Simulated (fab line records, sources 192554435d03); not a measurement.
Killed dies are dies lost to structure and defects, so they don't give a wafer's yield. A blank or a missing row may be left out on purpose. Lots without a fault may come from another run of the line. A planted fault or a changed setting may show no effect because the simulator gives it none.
Split-lot experiment | flow n5_finfet | 7 lots, 21 wafers read, on a route of 1938 steps

THE SPLIT
At N5_BEOL_M13_COAT_04 (resist thk 400 nm), the setting spin_rpm was moved away from the recipe's 1625 rpm on 7 of the 21 wafers read, by +4.1% to +10.0%. The other wafers ran this setting at the recipe's value.

FROM THE SPLIT TO THE READING: what the file shows between them, 4 steps
- N5_BEOL_M13_EBR_06
- N5_BEOL_M13_SOFTBAKE_05: time 60 s
- N5_BEOL_M13_DESCUM_15: chemistry O2, time 7.9 s
- N5_BEOL_M13_ETCH_59: etches BARC in N2/H2, target depth 89 nm, overetch 26.7 nm, time 67.9 s

THE READING
coat_of_BEOL_M13_COAT_04.thk_nm (the simulator's own value, which no gauge read), in nm, at N5_BEOL_M13_VIA_ETCH_16 (etches SiOC in C4F8/O2/Ar, target depth 921.7 nm). The file gives no usual value for it. The 14 wafers here that ran the recipe average 70.8 nm, standard deviation 5.2 nm.

wafer  | tool, chamber at the split | spin_rpm as run, rpm | against the recipe | coat_of_BEOL_M13_COAT_04.thk_nm, nm | against lot-mates on the recipe
L075.3 | litho_track-03, 0          | 1740                 | +7.1%              | 61.6                                | -18.6
L075.4 | litho_track-03, 0          | 1625                 | recipe             | 80.2                                | -
L075.5 | litho_track-03, 0          | 1740                 | +7.1%              | 60.4                                | -19.8
L077.2 | litho_track-05, 0          | 1625                 | recipe             | 71.6                                | -
L077.3 | litho_track-05, 0          | 1625                 | recipe             | 62.8                                | -
L077.5 | litho_track-05, 0          | 1725                 | +6.2%              | 52.4                                | -14.8
L081.1 | litho_track-05, 0          | 1625                 | recipe             | 69.4                                | -
L081.2 | litho_track-05, 0          | 1625                 | recipe             | 83                                  | -
L081.3 | litho_track-05, 0          | 1755                 | +8.0%              | 54.2                                | -22.0
L084.4 | litho_track-01, 0          | 1764                 | +8.6%              | 52                                  | -17.3
L084.5 | litho_track-01, 0          | 1625                 | recipe             | 70.4                                | -
L084.6 | litho_track-01, 0          | 1625                 | recipe             | 68.2                                | -
L082.1 | litho_track-03, 0          | 1692                 | +4.1%              | 66.4                                | +0.3
L082.4 | litho_track-03, 0          | 1625                 | recipe             | 65.4                                | -
L082.5 | litho_track-03, 0          | 1625                 | recipe             | 66.8                                | -
L093.2 | litho_track-01, 0          | 1625                 | recipe             | 71.8                                | -
L093.4 | litho_track-01, 0          | 1625                 | recipe             | 67.8                                | -
L093.5 | litho_track-01, 0          | 1787                 | +10.0%             | 45.2                                | -24.6
L090.1 | litho_track-01, 0          | 1625                 | recipe             | 72.2                                | -
L090.3 | litho_track-01, 0          | 1625                 | recipe             | 69                                  | -
L090.4 | litho_track-01, 0          | 1625                 | recipe             | 72.8                                | -

THE FIT
A straight line over all 21 wafers: coat_of_BEOL_M13_COAT_04.thk_nm changes by -2.12 nm for each +1% of spin_rpm; r = -0.84; the points scatter about the line by 5.1 nm.
The same after taking each lot's own level away (the mean of its wafers on the recipe; 21 wafers): -2.42 nm for each +1%; r = -0.92; scatter 3.9 nm.
On that fit, the largest move of spin_rpm shifts the reading by 24 nm.
The lots' own levels span 66.10 to 80.20 nm, that is 2.7 times the standard deviation above.
So the lot-to-lot level changes the slope: the two fits differ.
Check: with one of the wafers moved furthest among these (+10.0%) left out of the fit, the line predicts -23.5 nm for it against its lot-mates. It came out at -24.6 nm against them.

OTHER SPLITS ON THESE WAFERS
These wafers also went through other splits before the reading. Each is held against what the fit with the lots' levels taken away leaves over:
other split on the same wafers       | wafers away from the commonest value | r with coat_of_BEOL_M13_COAT_04.thk_nm (lot level and that fit taken away)
N5_BEOL_M8_DEVELOP_10 develop_time_s | 8                                    | -0.29
N5_BEOL_M9_DESCUM_16 time_s          | 9                                    | +0.05
N5_BEOL_M9_ETCH_62 source_w          | 8                                    | +0.09
N5_BEOL_M11_EXPOSE_25 dose_mj        | 5                                    | +0.02
N5_BEOL_M13_COAT_58 spin_rpm         | 8                                    | -0.16

THE WHOLE CHAIN: every reading that the file lists as answering this split, in the file's order
step                    | what it does                                                            | reading                                                                          | change (the file's fit)              | r (the file's)
N5_BEOL_M13_COAT_04     | resist thk 400 nm                                                       | coat_of_BEOL_M13_COAT_04.thk_nm (the simulator's own value, which no gauge read) | -1.88 nm for each +1% of the setting | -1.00
N5_BEOL_M13_ETCH_59     | etches BARC in N2/H2, target depth 89 nm, overetch 26.7 nm, time 67.9 s | coat_of_BEOL_M13_COAT_04.thk_nm (the simulator's own value, which no gauge read) | -2.15 nm for each +1% of the setting | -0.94
N5_BEOL_M13_VIA_ETCH_16 | etches SiOC in C4F8/O2/Ar, target depth 921.7 nm                        | coat_of_BEOL_M13_COAT_04.thk_nm (the simulator's own value, which no gauge read) | -2.33 nm for each +1% of the setting | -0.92
N5_BEOL_M13_STRIP_63    | strips in N2/H2                                                         | strip_time_to_endpoint_s                                                         | withheld for each +1% of the setting | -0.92

THE FILE'S OWN FIT
coat_of_BEOL_M13_COAT_04.thk_nm changes by -2.33 nm for each +1% of spin_rpm, r = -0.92.
